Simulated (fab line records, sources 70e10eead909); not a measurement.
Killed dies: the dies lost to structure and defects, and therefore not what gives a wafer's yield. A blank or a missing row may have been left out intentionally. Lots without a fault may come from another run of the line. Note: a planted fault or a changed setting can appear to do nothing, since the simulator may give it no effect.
Chamber matching || flow nandHarc || rieDiel-12 running NHARC_A_BONDPAD_ETCH_12: 4 sister chambers
The step etches the open film in CHF3/O2, target depth 220 nm, time 110 s. 4 wafers are shown with their chamber, then 8 later ones without.

== WAFERS PAIRED WITH THEIR CHAMBERS ==
{"wafer": "L465.2", "chamber": 3, "drypumpMotorCurrentA (A)": 5.8}
{"wafer": "L466.2", "chamber": 2, "drypumpMotorCurrentA (A)": 5.6}
{"wafer": "L466.5", "chamber": 0, "drypumpMotorCurrentA (A)": 5.8}
{"wafer": "L474.3", "chamber": 1, "drypumpMotorCurrentA (A)": 5.6}

== WAFERS MISSING THEIR CHAMBER ==
{"wafer": "L474.5", "drypumpMotorCurrentA (A)": 5.5}
{"wafer": "L474.6", "drypumpMotorCurrentA (A)": 5.6}
{"wafer": "L475.1", "drypumpMotorCurrentA (A)": 5.8}
{"wafer": "L475.3", "drypumpMotorCurrentA (A)": 5.5}
{"wafer": "L475.6", "drypumpMotorCurrentA (A)": 5.5}
{"wafer": "L483.1", "drypumpMotorCurrentA (A)": 5.8}
{"wafer": "L483.2", "drypumpMotorCurrentA (A)": 5.6}
{"wafer": "L483.5", "drypumpMotorCurrentA (A)": 5.7}

== WHICH CHAMBER EACH ONE RAN IN ==
{"wafer": "L474.5", "from the rows above": "can't be placed: 1 or 2", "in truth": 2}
{"wafer": "L474.6", "from the rows above": "can't be placed: 1 or 2", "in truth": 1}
{"wafer": "L475.1", "from the rows above": "can't be placed: 0 or 3", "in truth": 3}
{"wafer": "L475.3", "from the rows above": "can't be placed: 1 or 2", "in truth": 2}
{"wafer": "L475.6", "from the rows above": "can't be placed: 1 or 2", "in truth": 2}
{"wafer": "L483.1", "from the rows above": "can't be placed: 0 or 3", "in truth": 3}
{"wafer": "L483.2", "from the rows above": "can't be placed: 1 or 2", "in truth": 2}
{"wafer": "L483.5", "from the rows above": "can't be placed: 0 or 3 or 1 or 2", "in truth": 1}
Correctly placed: 0 of 8. Can't be placed from these rows: 8 (the true chamber is among the candidates in 8). Wrongly placed: 0.
How it was worked out, from the rows above alone: a wafer's distance from a chamber is the root of the sum, over the readings, of the square of ((its reading less the chamber's mean) divided by the reading's scatter). If the next closest chamber is less than 2 further off than the closest, the wafer can't be placed; otherwise it belongs to the closest. For every chamber, the mean is computed from those of its wafers that are shown. The scatter: with one shown wafer a chamber, the root of the mean of the squares of how far each hidden wafer lies from its nearest shown one.
